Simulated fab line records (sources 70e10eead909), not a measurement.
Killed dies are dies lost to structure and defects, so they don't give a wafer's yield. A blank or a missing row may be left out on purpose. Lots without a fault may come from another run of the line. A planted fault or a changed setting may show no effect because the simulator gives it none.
fab line records	flow nand-harc	part 1 of 2: steps 1 to 29 of 37
[record] lots = 5	wafers = 15	last-day = 33
route steps=1302 shown A_M1@1192 A_BONDPAD@1202
lots with no fault: from the same line, run without faults
start-h: hours from the record's opening day to when the first of the lot's shown wafers began	wait-h: how many hours have passed since the lot's step before this one	" unchanged from the row above	L1.1+2: a single row standing in for several wafers	- either no value or no given start	* or withheld: withheld	< > ~ a bound
route shown NAME@n: a module of which the file shows steps, and the number in the route of the first	usual: average and standard deviation across the fault-free wafers	same: alike in all rows	chamber/n: place in a boat	sites: readings site by site	_std_site: standard deviation across them	_edge_site: outer sites' mean less inner sites'	radius-mm: how far each site lies from the wafer's centre	mask NAME#n: copy n	behind: tool/chamber where the wafer was last shaped	hold: reason for holding the lot/hours on hold/outcome of the hold	device: whichever transistor did not switch (one of n, p or np)	end of line: tests of these same wafers at the route's end	step lacking rows: just its recipe	killed: the dies lost at the first sort to structure and to defects; this is not the yield of the wafer	map: shows each die of a wafer: x if killed, . if not, _ if none is there
set.NAME: the setting as run; set.NAME@STEP: as run at that earlier step	model.NAME: the simulator's own value behind a step, which no gauge read
certain route steps with their lots: each step a table, each wafer a row
services: the hour from which a tool's chamber was out of use, counted from the record's first day as start-h (under 0 if before that day), plus the number of hours and why
[[steps]]
[step NHARC_A_M1_PVD_21]
[recipe] target-thk-a = 300	chamber-pressure-pa = 5	power-w = 5000	substrate-temp-c = 30	time-s = 20.49	material = Cu
[usual] throttle-valve-pct = 29.6/0.92
lot.wafer	tool	chamber	start-h	wait-h	throttle-valve-pct
L084.4	pvd-sputter-02	-	-	-	28.7
L084.1	"	-	"	"	30.6
L084.6	"	-	"	"	30.6
L089.2	pvd-sputter-03	-	-	-	29.3
L089.1	"	-	"	"	29.8
L089.3	"	-	"	"	29.2
L095.3	pvd-sputter-03	-	-	-	28.2
L095.6	"	-	"	"	29.7
L095.5	"	-	"	"	28.2
L096.1	pvd-sputter-01	-	-	-	30.5
L096.3	"	-	"	"	29.2
L096.5	"	-	"	"	28.2
L097.2	pvd-sputter-01	-	-	-	28.8
L097.1	"	-	"	"	29.5
L097.6	"	-	"	"	28.2
[step NHARC_A_M1_ECD_22]
[recipe] target-thk-a = 4000	bath-temp-c = 25	material = Cu
[usual] bath-heat-duty-pct = 6.1/0.97
lot.wafer	tool	chamber	start-h	wait-h	bath-heat-duty-pct
L084.1	ecd-cu-01	0	624.14	-	5.3
L084.4	"	1	"	"	6.7
L084.6	"	1	"	"	5.6
L089.1	ecd-cu-01	1	667.56	-	6.1
L089.2	"	0	"	"	6.3
L089.3	"	0	"	"	5.9
L095.3	ecd-cu-02	1	737.76	-	8.1
L095.5	"	1	"	"	7.4
L095.6	"	0	"	"	5.1
L096.1	ecd-cu-02	0	745.50	-	3.8
L096.3	"	0	"	"	5.7
L096.5	"	1	"	"	7.4
L097.2	ecd-cu-01	1	752.59	-	6.4
L097.1	"	0	"	"	6.0
L097.6	"	1	"	"	5.9
[step NHARC_A_M1_ANNEAL_31]
[recipe] temp-c = 225	time-s = 90
[usual] wafer_temp_C_max = 225.58/0.2
lot.wafer	tool	chamber	start-h	wait-h	wafer_temp_C_max
L084.1	rtp-anneal-01	0	624.52	0.3	225.83
L084.4	"	0	"	"	225.15
L084.6	"	0	"	"	225.56
L089.1	rtp-anneal-01	0	667.94	-	225.42
L089.2	"	0	"	"	225.43
L089.3	"	0	"	"	225.40
L095.3	rtp-anneal-02	0	738.14	0.3	225.73
L095.5	"	0	"	"	225.71
L095.6	"	0	"	"	225.21
L096.1	rtp-anneal-01	0	745.88	-	225.25
L096.3	"	0	"	"	225.54
L096.5	"	0	"	"	225.74
L097.1	rtp-anneal-01	0	752.96	-	225.86
L097.2	"	0	"	"	225.35
L097.6	"	0	"	"	225.46
[step NHARC_A_M1_CMP_23]
[recipe] t-overpolish-s = 20	target-thk-nm = 154.34
[usual] edge-zone-pressure-frac = 1.000/0.0047	motor-current-A = 12.6/1.5	time-to-endpoint-s = 28.8/2.9
lot.wafer	tool	chamber	start-h	wait-h	edge-zone-pressure-frac	motor-current-A	time-to-endpoint-s
L084.1	cmp-04	0	624.89	-	1.003	11.5	32.0
L084.4	"	1	"	"	1.006	11.7	25.6
L084.6	"	3	"	"	0.993	11.2	30.2
L089.2	cmp-04	0	668.31	-	1.002	12.1	30.9
L089.3	"	1	"	"	0.997	12.0	25.2
L089.1	"	2	"	"	0.997	14.3	29.1
L095.3	cmp-04	1	738.46	-	0.994	11.8	25.2
L095.5	"	2	"	"	1.005	13.6	30.0
L095.6	"	3	"	"	1.005	11.4	28.5
L096.1	cmp-04	1	746.22	-	0.997	11.7	22.7
L096.3	"	0	"	"	0.996	12.1	32.7
L096.5	"	2	"	"	1.006	13.2	29.0
L097.2	cmp-04	1	753.34	-	0.996	12.3	27.2
L097.1	"	2	"	"	0.996	14.3	31.3
L097.6	"	1	"	"	0.998	12.0	30.1
[step NHARC_A_M1_THK_MEAS_24]
[recipe] thk-meas-gauge = xrf
[usual] thk-nm = 154.6/1.7
lot.wafer	tool	chamber	start-h	wait-h	thk-nm
L084.1	film-metro-02	-	625.18	-	155.9
L084.4	"	-	"	"	154.5
L084.6	"	-	"	"	156.5
L089.1	film-metro-02	-	668.59	-	156.0
L089.2	"	-	"	"	155.8
L089.3	"	-	"	"	152.6
L095.3	film-metro-02	-	738.69	-	154.4
L095.5	"	-	"	"	152.4
L095.6	"	-	"	"	155.0
L096.1	film-metro-01	-	746.54	-	154.1
L096.3	"	-	"	"	155.5
L096.5	"	-	"	"	154.6
L097.1	film-metro-02	-	753.62	-	155.7
L097.2	"	-	"	"	152.1
L097.6	"	-	"	"	151.1
[step NHARC_A_M1_SRD_25]
lot.wafer	tool	chamber	start-h	wait-h
L084.1+6+4	wet-bench-08	1,3,5	625.22	0.0
L089.2+3+1	wet-bench-08	5,7,0	668.64	0.0
L095.5+6+3	wet-bench-10	7,0,1	738.76	0.1
L096.5+1+3	wet-bench-10	2,4,5	746.60	0.1
L097.6+1+2	wet-bench-08	3,4,5	753.67	0.0
[step NHARC_A_M1_INSPECT_27]
[usual] raw-defect-count = 559/120
lot.wafer	tool	chamber	start-h	wait-h	raw-defect-count
L084.1	defect-inspect-02	-	625.34	0.0	503
L084.4	"	-	"	"	677
L084.6	"	-	"	"	669
L089.1	defect-inspect-01	-	668.75	0.0	411
L089.2	"	-	"	"	453
L089.3	"	-	"	"	487
L095.3	defect-inspect-01	-	738.89	0.0	436
L095.5	"	-	"	"	331
L095.6	"	-	"	"	490
L096.1	defect-inspect-02	-	746.72	0.0	461
L096.3	"	-	"	"	398
L096.5	"	-	"	"	476
L097.1	defect-inspect-01	-	753.78	0.0	421
L097.2	"	-	"	"	488
L097.6	"	-	"	"	756
[step NHARC_A_M1_PRE_CLEAN_32]
[recipe] time-s = 12	temp-c = 370	rf-power-w = 300	gas = NH3
[usual] heater-power-w = 629/86
lot.wafer	tool	chamber	start-h	wait-h	heater-power-w
L084.1	pecvd-04	1	625.42	0.1	445
L084.6	"	0	"	"	581
L084.4	"	1	"	"	439
L089.3	pecvd-02	2	668.82	0.1	766
L089.2	"	0	"	"	656
L089.1	"	1	"	"	483
L095.3	pecvd-01	0	738.98	0.1	764
L095.5	"	1	"	"	629
L095.6	"	2	"	"	595
L096.3	pecvd-01	2	746.79	0.1	622
L096.1	"	1	"	"	627
L096.5	"	2	"	"	635
L097.2	pecvd-01	2	753.85	0.1	621
L097.1	"	0	"	"	744
L097.6	"	2	"	"	639
[step NHARC_A_M1_DEP_33]
[recipe] target-thk-a = 300	temp-c = 370	target-thk-nm = 30	pressure-torr = 3	flow-sccm = 200	rf-w = 450	material = SiCN
[usual] heater-power-w = 577/88
lot.wafer	tool	chamber	start-h	wait-h	heater-power-w
L084.1	pecvd-04	1	625.53	0.1	391
L084.6	"	0	"	"	485
L084.4	"	1	"	"	393
L089.3	pecvd-02	2	668.89	0.1	667
L089.2	"	0	"	"	579
L089.1	"	1	"	"	497
L095.3	pecvd-01	0	739.12	0.1	694
L095.5	"	1	"	"	536
L095.6	"	2	"	"	590
L096.3	pecvd-01	2	746.87	0.1	513
L096.1	"	1	"	"	540
L096.5	"	2	"	"	514
L097.2	pecvd-01	2	753.93	0.1	528
L097.1	"	0	"	"	702
L097.6	"	2	"	"	521
[step NHARC_A_BONDPAD_DEP_00]
[recipe] target-thk-a = 2500	temp-c = 370	target-thk-nm = 250	pressure-torr = 3	flow-sccm = 200	rf-w = 450	material = SiCN
[usual] heater-power-w = 587/70
lot.wafer	tool	chamber	start-h	wait-h	heater-power-w
L084.1	pecvd-02	2	626.13	-	660
L084.4	"	1	"	"	446
L084.6	"	2	"	"	664
L089.2	pecvd-02	1	-	-	470
L089.3	"	2	"	"	603
L089.1	"	0	"	"	607
L095.3	pecvd-02	0	739.68	-	529
L095.5	"	1	"	"	439
L095.6	"	0	"	"	547
L096.3	pecvd-03	0	747.41	-	588
L096.1	"	1	"	"	622
L096.5	"	1	"	"	624
L097.2	pecvd-02	1	754.48	-	499
L097.1	"	2	"	"	636
L097.6	"	0	"	"	604
[step NHARC_A_BONDPAD_CMP_29]
[recipe] target-thk-nm = 200	material = SiCN
[usual] edge-zone-pressure-frac = 1.001/0.0048	motor-current-A = 12.9/1.3
lot.wafer	tool	chamber	start-h	wait-h	edge-zone-pressure-frac	motor-current-A
L084.1	cmp-01	3	626.44	-	0.991	13.9
L084.4	"	2	"	"	0.997	13.4
L084.6	"	3	"	"	0.999	13.9
L089.3	cmp-02	1	669.87	-	1.003	13.6
L089.2	"	2	"	"	1.000	11.2
L089.1	"	3	"	"	0.995	11.5
L095.3	cmp-01	2	740.07	-	0.995	13.8
L095.5	"	3	"	"	0.997	14.0
L095.6	"	0	"	"	1.003	13.5
L096.1	cmp-02	1	747.84	-	0.999	13.2
L096.3	"	3	"	"	1.006	11.5
L096.5	"	0	"	"	0.996	11.3
L097.1	cmp-01	1	754.92	-	1.001	15.7
L097.2	"	2	"	"	1.000	12.4
L097.6	"	1	"	"	0.994	15.0
[step NHARC_A_BONDPAD_THK_MEAS_30]
[recipe] thk-meas-gauge = ellipsometry
[usual] thk-nm = 200.8/1.5
lot.wafer	tool	chamber	start-h	wait-h	thk-nm
L084.1	film-metro-01	-	626.69	0.2	200.3
L084.4	"	-	"	"	199.6
L084.6	"	-	"	"	200.7
L089.1	film-metro-01	-	670.10	0.1	198.2
L089.2	"	-	"	"	200.8
L089.3	"	-	"	"	201.0
L095.3	film-metro-01	-	740.25	0.2	199.6
L095.5	"	-	"	"	202.8
L095.6	"	-	"	"	201.1
L096.1	film-metro-02	-	748.07	0.2	199.9
L096.3	"	-	"	"	201.3
L096.5	"	-	"	"	202.0
L097.1	film-metro-02	-	755.14	0.2	200.0
L097.2	"	-	"	"	202.6
L097.6	"	-	"	"	199.9
[step NHARC_A_BONDPAD_SRD_31]
lot.wafer	tool	chamber	start-h	wait-h
L084.6+1+4	wet-bench-08	2,4,5	626.74	0.0
L089.1+2+3	wet-bench-08	5,0,1	670.15	0.0
L095.5+3+6	wet-bench-08	1,2,4	740.30	0.0
L096.1+5+3	wet-bench-10	5,7,1	748.11	0.0
L097.1+6+2	wet-bench-08	1,3,4	755.19	0.0
[step NHARC_A_BONDPAD_DEHYDRATE_01]
[recipe] temp-c = 150	time-s = 120
lot.wafer	tool	chamber	start-h	wait-h
L084.1+4+6	litho-track-05	0	626.81	0.1
L089.1+2+3	litho-track-03	0	670.23	0.1
L095.3+5+6	litho-track-05	0	740.37	0.1
L096.1+3+5	litho-track-02	0	748.21	0.1
L097.1+2+6	litho-track-03	0	755.26	0.1
[step NHARC_A_BONDPAD_HMDS_02]
[recipe] time-s = 30
lot.wafer	tool	chamber	start-h	wait-h
L084.1+4+6	litho-track-05	0	-	-
L089.1+2+3	litho-track-03	0	-	-
L095.3+5+6	litho-track-05	0	-	-
L096.1+3+5	litho-track-02	0	-	-
L097.1+2+6	litho-track-03	0	-	-
[step NHARC_A_BONDPAD_COAT_33]
[recipe] temp-c = 200	time-s = 65
lot.wafer	tool	chamber	start-h	wait-h
L084.1+4+6	litho-track-05	0	-	-
L089.1+2+3	litho-track-03	0	-	-
L095.3+5+6	litho-track-05	0	-	-
L096.1+3+5	litho-track-02	0	-	-
L097.1+2+6	litho-track-03	0	-	-
[step NHARC_A_BONDPAD_COAT_03]
[recipe] spin-rpm = 2000	resist-thk-nm = 600
[usual] spin-speed-rpm = 2000.0/1.1
lot.wafer	tool	chamber	start-h	wait-h	spin-speed-rpm
L084.1	litho-track-05	0	-	-	2002.5
L084.4	"	0	"	"	1999.3
L084.6	"	0	"	"	1996.9
L089.1	litho-track-03	0	-	-	1998.4
L089.2	"	0	"	"	1997.9
L089.3	"	0	"	"	1999.5
L095.3	litho-track-05	0	-	-	2000.0
L095.5	"	0	"	"	1998.3
L095.6	"	0	"	"	1999.6
L096.1	litho-track-02	0	-	-	2000.4
L096.3	"	0	"	"	2001.4
L096.5	"	0	"	"	2002.5
L097.1	litho-track-03	0	-	-	1999.8
L097.2	"	0	"	"	2000.3
L097.6	"	0	"	"	2000.4
[step NHARC_A_BONDPAD_SOFTBAKE_04]
[recipe] temp-c = 125	time-s = 70
lot.wafer	tool	chamber	start-h	wait-h
L084.1+4+6	litho-track-05	0	-	-
L089.1+2+3	litho-track-03	0	-	-
L095.3+5+6	litho-track-05	0	-	-
L096.1+3+5	litho-track-02	0	-	-
L097.1+2+6	litho-track-03	0	-	-
[step NHARC_A_BONDPAD_EBR_05]
lot.wafer	tool	chamber	start-h	wait-h
L084.1+4+6	litho-track-05	0	-	-
L089.1+2+3	litho-track-03	0	-	-
L095.3+5+6	litho-track-05	0	-	-
L096.1+3+5	litho-track-02	0	-	-
L097.1+2+6	litho-track-03	0	-	-
[step NHARC_A_BONDPAD_EXPOSE_06]
[recipe] na = 0.55	dose-mj = 36.99	mask-id = A_BPAD
lot.wafer	tool	chamber	start-h	wait-h	mask
L084.1+4+6	krf-scanner-02	0	627.10	-	A_BPAD#0
L089.1+2+3	krf-scanner-02	0	670.39	-	A_BPAD#0
L095.3+5+6	krf-scanner-01	0	740.67	-	A_BPAD#0
L096.1+3+5	krf-scanner-01	0	748.38	-	A_BPAD#0
L097.1+2+6	krf-scanner-01	0	755.43	-	A_BPAD#0
[step NHARC_A_BONDPAD_PEB_07]
[recipe] peb-temp-c = 128	peb-time-s = 80
lot.wafer	tool	chamber	start-h	wait-h
L084.1+4+6	litho-track-05	0	627.17	0.1
L089.1+2+3	litho-track-05	0	670.46	0.1
L095.3+5+6	litho-track-03	0	740.73	0.1
L096.1+3+5	litho-track-03	0	748.44	0.1
L097.1+2+6	litho-track-05	0	755.49	0.1
[step NHARC_A_BONDPAD_DEVELOP_08]
[recipe] time-s = 50	dev-temp-c = 22
lot.wafer	tool	chamber	start-h	wait-h
L084.1+4+6	litho-track-05	0	-	-
L089.1+2+3	litho-track-05	0	-	-
L095.3+5+6	litho-track-03	0	-	-
L096.1+3+5	litho-track-03	0	-	-
L097.1+2+6	litho-track-05	0	-	-
[step NHARC_A_BONDPAD_CD_MEAS_09]
[recipe] target-cd-nm = 500	landing-energy-ev = 500
[usual] cd-nm = 500/3.1
lot.wafer	tool	chamber	start-h	wait-h	cd-nm
L084.1	cd-sem-03	0	627.25	-	498
L084.4	"	0	"	"	496
L084.6	"	0	"	"	499
L089.1	cd-sem-01	0	670.54	-	500
L089.2	"	0	"	"	500
L089.3	"	0	"	"	497
L095.3	cd-sem-02	0	740.82	-	505
L095.5	"	0	"	"	505
L095.6	"	0	"	"	507
L096.1	cd-sem-02	0	748.53	-	502
L096.3	"	0	"	"	504
L096.5	"	0	"	"	505
L097.1	cd-sem-01	0	755.58	-	497
L097.2	"	0	"	"	498
L097.6	"	0	"	"	497
[step NHARC_A_BONDPAD_OVL_MEAS_35]
[usual] overlay-x-nm = 0/6.2	overlay-y-nm = 3/5.2
lot.wafer	tool	chamber	start-h	wait-h	overlay-x-nm	overlay-y-nm
L084.1	overlay-01	-	627.36	-	6	4
L084.4	"	-	"	"	6	4
L084.6	"	-	"	"	6	5
L089.1	overlay-02	-	670.63	-	3	4
L089.2	"	-	"	"	4	4
L089.3	"	-	"	"	4	4
L095.3	overlay-02	-	740.90	-	1	-9
L095.5	"	-	"	"	1	-9
L095.6	"	-	"	"	1	-9
L096.1	overlay-02	-	748.62	-	2	0
L096.3	"	-	"	"	2	0
L096.5	"	-	"	"	2	0
L097.1	overlay-02	-	755.67	-	-4	1
L097.2	"	-	"	"	-4	1
L097.6	"	-	"	"	-5	2
[step NHARC_A_BONDPAD_HARDBAKE_10]
[recipe] temp-c = 118	time-s = 65
lot.wafer	tool	chamber	start-h	wait-h
L084.1+4+6	litho-track-02	0	627.40	0.0
L089.1+2+3	litho-track-02	0	670.68	0.0
L095.3+5+6	litho-track-02	0	740.95	0.0
L096.1+3+5	litho-track-05	0	748.67	0.0
L097.1+2+6	litho-track-05	0	755.71	0.0
[step NHARC_A_BONDPAD_DESCUM_11]
[recipe] time-s = 3	o2-flow-sccm = 200	ar-flow-sccm = 0	bias-power-w = 0	chemistry = O2
[usual] drypump-motor-current-A = 5.8/0.32	oes-product-au = 0.994/0.02	rf-vpp-V = 57.8/1	showerhead-plenum-p-Torr = 1.93/0.091	throttle-valve-pct = 11.311/0.0092
lot.wafer	tool	chamber	start-h	wait-h	drypump-motor-current-A	oes-product-au	rf-hours-counter-h	rf-vpp-V	showerhead-plenum-p-Torr	throttle-valve-pct
L084.4	rie-diel-09	0	627.49	-	5.5	0.972	4	57.9	1.79	11.301
L084.1	"	1	"	"	5.8	0.972	4	57.0	2.02	11.308
L084.6	"	0	"	"	5.5	0.964	-	58.6	1.79	11.316
L089.2	rie-diel-10	2	670.75	-	5.4	0.997	16	58.9	2.05	11.310
L089.1	"	3	"	"	5.9	0.991	15	58.0	1.95	11.318
L089.3	"	0	"	"	5.5	0.992	15	58.1	2.03	11.325
L095.3	rie-diel-05	3	741.03	-	5.7	0.993	31	58.0	1.98	11.305
L095.6	"	2	"	"	6.1	1.001	-	56.2	1.81	11.301
L095.5	"	3	"	"	5.7	0.993	-	60.1	1.98	11.294
L096.1	rie-diel-10	2	748.75	-	5.4	1.013	41	58.4	2.05	11.305
L096.3	"	3	"	"	5.9	0.986	39	58.5	1.94	11.309
L096.5	"	2	"	"	5.4	1.019	-	59.7	2.05	11.323
L097.2	rie-diel-05	1	755.79	-	6.0	0.984	31	58.8	1.93	11.305
L097.1	"	0	"	"	5.7	0.999	35	56.6	1.91	11.301
L097.6	"	2	"	"	6.1	1.000	-	58.0	1.81	11.324
[step NHARC_A_BONDPAD_ETCH_34]
[recipe] target-depth-a = 600	overetch-a = 180	time-s = 65.91	ion-energy-ev = 200	n2-flow-sccm = 150	h2-flow-sccm = 150	ar-flow-sccm = 0	rf-w = 400	bias-w = 150	chemistry = N2/H2
[usual] drypump-motor-current-A = 5.9/0.32	oes-product-au = 0.993/0.018	rf-vpp-V = 431.2/2.7	showerhead-plenum-p-Torr = 2.06/0.098	throttle-valve-pct = 14.172/0.0093
lot.wafer	tool	chamber	start-h	wait-h	drypump-motor-current-A	oes-product-au	rf-hours-counter-h	rf-vpp-V	showerhead-plenum-p-Torr	throttle-valve-pct
L084.4	rie-diel-09	1	627.56	0.1	5.8	0.972	4	434.2	2.16	14.167
L084.1	"	3	"	"	6.6	0.993	4	428.2	1.97	14.173
L084.6	"	1	"	"	5.8	0.968	-	433.6	2.16	14.167
L089.3	rie-diel-10	2	670.84	0.1	5.4	1.002	16	434.5	2.19	14.169
L089.2	"	0	"	"	5.5	0.990	15	433.8	2.17	14.172
L089.1	"	1	"	"	5.7	1.008	16	430.3	2.02	14.161
L095.3	rie-diel-05	2	741.13	0.1	6.1	0.998	32	429.5	1.93	14.172
L095.6	"	3	"	"	5.7	0.979	-	433.2	2.11	14.186
L095.5	"	0	"	"	5.7	0.992	-	430.4	2.04	14.171
L096.3	rie-diel-10	1	748.84	0.1	5.8	1.011	42	430.3	2.02	14.169
L096.1	"	2	"	"	5.4	1.010	41	434.5	2.18	14.179
L096.5	"	0	"	"	5.4	0.992	-	435.4	2.17	14.181
L097.2	rie-diel-05	2	755.87	0.1	6.1	1.004	33	426.9	1.92	14.179
L097.1	"	1	"	"	6.0	0.992	31	432.1	2.06	14.183
L097.6	"	3	"	"	5.7	0.997	-	434.0	2.11	14.180
[step NHARC_A_BONDPAD_ETCH_12]
[recipe] target-depth-a = 2200	time-s = 110	chf3-flow-sccm = 50	o2-flow-sccm = 10	ar-flow-sccm = 200	rf-w = 500	bias-w = 200	chemistry = CHF3/O2
[usual] drypump-motor-current-A = 5.8/0.31	oes-product-au = 0.936/0.024	rf-vpp-V = 371.2/2.4	showerhead-plenum-p-Torr = 2.43/0.1	throttle-valve-pct = 20.572/0.0096
lot.wafer	tool	chamber	start-h	wait-h	drypump-motor-current-A	oes-product-au	rf-hours-counter-h	rf-vpp-V	showerhead-plenum-p-Torr	throttle-valve-pct
L084.4	rie-diel-09	1	-	-	5.9	0.904	4	372.9	2.53	20.587
L084.1	"	2	"	"	5.8	0.954	4	373.1	2.51	20.565
L084.6	"	1	"	"	5.8	0.915	-	372.8	2.53	20.552
L089.1	rie-diel-10	3	-	-	5.9	0.911	15	370.5	2.45	20.574
L089.3	"	0	"	"	5.5	0.914	15	373.6	2.55	20.587
L089.2	"	1	"	"	5.7	0.932	16	370.8	2.39	20.563
L095.3	rie-diel-05	3	-	-	5.7	0.917	31	370.9	2.48	20.556
L095.6	"	3	"	"	5.7	0.923	-	370.7	2.48	20.577
L095.5	"	0	"	"	5.7	0.923	-	370.9	2.40	20.563
L096.3	rie-diel-10	2	-	-	5.4	0.941	41	373.9	2.56	20.565
L096.1	"	0	"	"	5.5	0.921	34	372.8	2.54	20.565
L096.5	"	2	"	"	5.4	0.932	-	374.0	2.56	20.569
L097.1	rie-diel-05	3	-	-	5.7	0.916	33	370.9	2.48	20.560
L097.2	"	1	"	"	6.0	0.923	31	371.4	2.42	20.582
L097.6	"	3	"	"	5.7	0.917	-	372.2	2.48	20.574
[step NHARC_A_BONDPAD_CD_MEAS_13]
[usual] cd-nm = 499/3.2
lot.wafer	tool	chamber	start-h	wait-h	cd-nm
L084.1	cd-sem-02	-	627.79	-	496
L084.4	"	-	"	"	495
L084.6	"	-	"	"	499
L089.1	cd-sem-03	-	671.07	-	500
L089.2	"	-	"	"	501
L089.3	"	-	"	"	497
L095.3	cd-sem-03	-	741.36	-	506
L095.5	"	-	"	"	505
L095.6	"	-	"	"	505
L096.1	cd-sem-01	-	749.06	-	501
L096.3	"	-	"	"	504
L096.5	"	-	"	"	505
L097.1	cd-sem-01	-	756.11	-	494
L097.2	"	-	"	"	496
L097.6	"	-	"	"	494
